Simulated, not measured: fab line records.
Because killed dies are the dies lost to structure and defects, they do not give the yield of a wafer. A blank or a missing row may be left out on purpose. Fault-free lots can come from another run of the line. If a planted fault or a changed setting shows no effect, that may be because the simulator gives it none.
Matching of chambers || flow n5_finfet || 4 sister chambers for N5_BEOL_M12_ETCH_59 on rie_diel-04
The step etches BARC in N2/H2, target depth 89 nm, overetch 26.7 nm, time 67.9 s. 33 wafers are shown with their chamber, then 12 later ones without.

== EACH WAFER AND ITS CHAMBER ==
{"wafer": "L074.2", "chamber": 1, "drypump_motor_current_A (A)": 5.74, "throttle_valve_pct (%)": 17.7, "showerhead_plenum_p_Torr (Torr)": 2.60}
{"wafer": "L074.3", "chamber": 3, "drypump_motor_current_A (A)": 5.53, "throttle_valve_pct (%)": 17.3, "showerhead_plenum_p_Torr (Torr)": 2.58}
{"wafer": "L074.4", "chamber": 0, "drypump_motor_current_A (A)": 5.42, "throttle_valve_pct (%)": 18.2, "showerhead_plenum_p_Torr (Torr)": 2.69}
{"wafer": "L076.1", "chamber": 1, "drypump_motor_current_A (A)": 5.76, "throttle_valve_pct (%)": 17.7, "showerhead_plenum_p_Torr (Torr)": 2.60}
{"wafer": "L076.2", "chamber": 0, "drypump_motor_current_A (A)": 5.43, "throttle_valve_pct (%)": 18.2, "showerhead_plenum_p_Torr (Torr)": 2.69}
{"wafer": "L076.5", "chamber": 0, "drypump_motor_current_A (A)": 5.41, "throttle_valve_pct (%)": 18.2, "showerhead_plenum_p_Torr (Torr)": 2.69}
{"wafer": "L075.1", "chamber": 0, "drypump_motor_current_A (A)": 5.41, "throttle_valve_pct (%)": 18.2, "showerhead_plenum_p_Torr (Torr)": 2.69}
{"wafer": "L075.2", "chamber": 1, "drypump_motor_current_A (A)": 5.74, "throttle_valve_pct (%)": 17.7, "showerhead_plenum_p_Torr (Torr)": 2.60}
{"wafer": "L075.3", "chamber": 2, "drypump_motor_current_A (A)": 5.68, "throttle_valve_pct (%)": 17.4, "showerhead_plenum_p_Torr (Torr)": 2.58}
{"wafer": "L077.1", "chamber": 0, "drypump_motor_current_A (A)": 5.40, "throttle_valve_pct (%)": 18.2, "showerhead_plenum_p_Torr (Torr)": 2.69}
{"wafer": "L077.2", "chamber": 1, "drypump_motor_current_A (A)": 5.76, "throttle_valve_pct (%)": 17.7, "showerhead_plenum_p_Torr (Torr)": 2.60}
{"wafer": "L077.3", "chamber": 2, "drypump_motor_current_A (A)": 5.68, "throttle_valve_pct (%)": 17.4, "showerhead_plenum_p_Torr (Torr)": 2.58}
{"wafer": "L077.4", "chamber": 3, "drypump_motor_current_A (A)": 5.53, "throttle_valve_pct (%)": 17.4, "showerhead_plenum_p_Torr (Torr)": 2.58}
{"wafer": "L077.5", "chamber": 2, "drypump_motor_current_A (A)": 5.69, "throttle_valve_pct (%)": 17.4, "showerhead_plenum_p_Torr (Torr)": 2.58}
{"wafer": "L077.6", "chamber": 3, "drypump_motor_current_A (A)": 5.53, "throttle_valve_pct (%)": 17.4, "showerhead_plenum_p_Torr (Torr)": 2.58}
{"wafer": "L079.2", "chamber": 1, "drypump_motor_current_A (A)": 5.75, "throttle_valve_pct (%)": 17.7, "showerhead_plenum_p_Torr (Torr)": 2.59}
{"wafer": "L079.3", "chamber": 3, "drypump_motor_current_A (A)": 5.51, "throttle_valve_pct (%)": 17.4, "showerhead_plenum_p_Torr (Torr)": 2.57}
{"wafer": "L079.6", "chamber": 3, "drypump_motor_current_A (A)": 5.52, "throttle_valve_pct (%)": 17.4, "showerhead_plenum_p_Torr (Torr)": 2.57}
{"wafer": "L084.1", "chamber": 0, "drypump_motor_current_A (A)": 5.42, "throttle_valve_pct (%)": 18.2, "showerhead_plenum_p_Torr (Torr)": 2.68}
{"wafer": "L084.5", "chamber": 3, "drypump_motor_current_A (A)": 5.53, "throttle_valve_pct (%)": 17.4, "showerhead_plenum_p_Torr (Torr)": 2.57}
{"wafer": "L084.6", "chamber": 2, "drypump_motor_current_A (A)": 5.68, "throttle_valve_pct (%)": 17.5, "showerhead_plenum_p_Torr (Torr)": 2.58}
{"wafer": "L086.2", "chamber": 2, "drypump_motor_current_A (A)": 5.70, "throttle_valve_pct (%)": 17.5, "showerhead_plenum_p_Torr (Torr)": 2.57}
{"wafer": "L086.3", "chamber": 0, "drypump_motor_current_A (A)": 5.41, "throttle_valve_pct (%)": 18.2, "showerhead_plenum_p_Torr (Torr)": 2.68}
{"wafer": "L086.6", "chamber": 1, "drypump_motor_current_A (A)": 5.74, "throttle_valve_pct (%)": 17.7, "showerhead_plenum_p_Torr (Torr)": 2.59}
{"wafer": "L088.1", "chamber": 0, "drypump_motor_current_A (A)": 5.42, "throttle_valve_pct (%)": 18.3, "showerhead_plenum_p_Torr (Torr)": 2.68}
{"wafer": "L088.4", "chamber": 2, "drypump_motor_current_A (A)": 5.66, "throttle_valve_pct (%)": 17.5, "showerhead_plenum_p_Torr (Torr)": 2.57}
{"wafer": "L088.5", "chamber": 1, "drypump_motor_current_A (A)": 5.78, "throttle_valve_pct (%)": 17.7, "showerhead_plenum_p_Torr (Torr)": 2.58}
{"wafer": "L087.2", "chamber": 3, "drypump_motor_current_A (A)": 5.49, "throttle_valve_pct (%)": 17.4, "showerhead_plenum_p_Torr (Torr)": 2.57}
{"wafer": "L087.3", "chamber": 0, "drypump_motor_current_A (A)": 5.42, "throttle_valve_pct (%)": 18.3, "showerhead_plenum_p_Torr (Torr)": 2.68}
{"wafer": "L087.5", "chamber": 1, "drypump_motor_current_A (A)": 5.74, "throttle_valve_pct (%)": 17.7, "showerhead_plenum_p_Torr (Torr)": 2.58}
{"wafer": "L089.2", "chamber": 1, "drypump_motor_current_A (A)": 5.74, "throttle_valve_pct (%)": 17.7, "showerhead_plenum_p_Torr (Torr)": 2.58}
{"wafer": "L089.3", "chamber": 0, "drypump_motor_current_A (A)": 5.41, "throttle_valve_pct (%)": 18.3, "showerhead_plenum_p_Torr (Torr)": 2.67}
{"wafer": "L089.6", "chamber": 1, "drypump_motor_current_A (A)": 5.73, "throttle_valve_pct (%)": 17.7, "showerhead_plenum_p_Torr (Torr)": 2.58}

SIGNATURES (means of the wafers above)
{"reading": "drypump_motor_current_A", "chamber 0": 5.4150, "chamber 1": 5.7480, "chamber 2": 5.6817, "chamber 3": 5.5200, "scatter within a chamber": 0.013}
{"reading": "throttle_valve_pct", "chamber 0": 18.230, "chamber 1": 17.700, "chamber 2": 17.450, "chamber 3": 17.386, "scatter within a chamber": 0.0392}
{"reading": "showerhead_plenum_p_Torr", "chamber 0": 2.6840, "chamber 1": 2.5900, "chamber 2": 2.5767, "chamber 3": 2.5743, "scatter within a chamber": 0.0073}
Rule: for each reading, subtract the chamber's mean from the wafer's reading, divide by that reading's scatter and square the result; add these up over the readings and take the root, which gives the wafer's distance from the chamber. If the next closest chamber is less than 2 further off than the closest, the wafer can't be placed; otherwise it belongs to the closest. The scatter is the square root of a quotient: the sum, over the shown wafers, of each reading's squared deviation from its chamber's mean, divided by wafers minus chambers.

== WAFERS WHOSE CHAMBER IS MISSING ==
{"wafer": "L092.1", "drypump_motor_current_A (A)": 5.40, "throttle_valve_pct (%)": 18.3, "showerhead_plenum_p_Torr (Torr)": 2.67}
{"wafer": "L092.2", "drypump_motor_current_A (A)": 5.76, "throttle_valve_pct (%)": 17.7, "showerhead_plenum_p_Torr (Torr)": 2.58}
{"wafer": "L092.3", "drypump_motor_current_A (A)": 5.52, "throttle_valve_pct (%)": 17.4, "showerhead_plenum_p_Torr (Torr)": 2.56}
{"wafer": "L094.1", "drypump_motor_current_A (A)": 5.76, "throttle_valve_pct (%)": 17.7, "showerhead_plenum_p_Torr (Torr)": 2.58}
{"wafer": "L094.4", "drypump_motor_current_A (A)": 5.41, "throttle_valve_pct (%)": 18.3, "showerhead_plenum_p_Torr (Torr)": 2.67}
{"wafer": "L094.5", "drypump_motor_current_A (A)": 5.53, "throttle_valve_pct (%)": 17.4, "showerhead_plenum_p_Torr (Torr)": 2.56}
{"wafer": "L096.1", "drypump_motor_current_A (A)": 5.71, "throttle_valve_pct (%)": 17.5, "showerhead_plenum_p_Torr (Torr)": 2.56}
{"wafer": "L096.2", "drypump_motor_current_A (A)": 5.52, "throttle_valve_pct (%)": 17.4, "showerhead_plenum_p_Torr (Torr)": 2.56}
{"wafer": "L096.4", "drypump_motor_current_A (A)": 5.51, "throttle_valve_pct (%)": 17.4, "showerhead_plenum_p_Torr (Torr)": 2.56}
{"wafer": "L095.2", "drypump_motor_current_A (A)": 5.68, "throttle_valve_pct (%)": 17.5, "showerhead_plenum_p_Torr (Torr)": 2.56}
{"wafer": "L095.4", "drypump_motor_current_A (A)": 5.41, "throttle_valve_pct (%)": 18.3, "showerhead_plenum_p_Torr (Torr)": 2.67}
{"wafer": "L095.6", "drypump_motor_current_A (A)": 5.53, "throttle_valve_pct (%)": 17.5, "showerhead_plenum_p_Torr (Torr)": 2.56}

== EACH ONE'S CHAMBER ==
{"wafer": "L092.1", "from the rows above": 0, "in truth": 0}
{"wafer": "L092.2", "from the rows above": 1, "in truth": 1}
{"wafer": "L092.3", "from the rows above": 3, "in truth": 3}
{"wafer": "L094.1", "from the rows above": 1, "in truth": 1}
{"wafer": "L094.4", "from the rows above": 0, "in truth": 0}
{"wafer": "L094.5", "from the rows above": 3, "in truth": 3}
{"wafer": "L096.1", "from the rows above": 2, "in truth": 2}
{"wafer": "L096.2", "from the rows above": 3, "in truth": 3}
{"wafer": "L096.4", "from the rows above": 3, "in truth": 3}
{"wafer": "L095.2", "from the rows above": 2, "in truth": 2}
{"wafer": "L095.4", "from the rows above": 0, "in truth": 0}
{"wafer": "L095.6", "from the rows above": 3, "in truth": 3}
12 of 12 placed correctly. From these rows, 0 cannot be placed. Placed wrongly: 0.
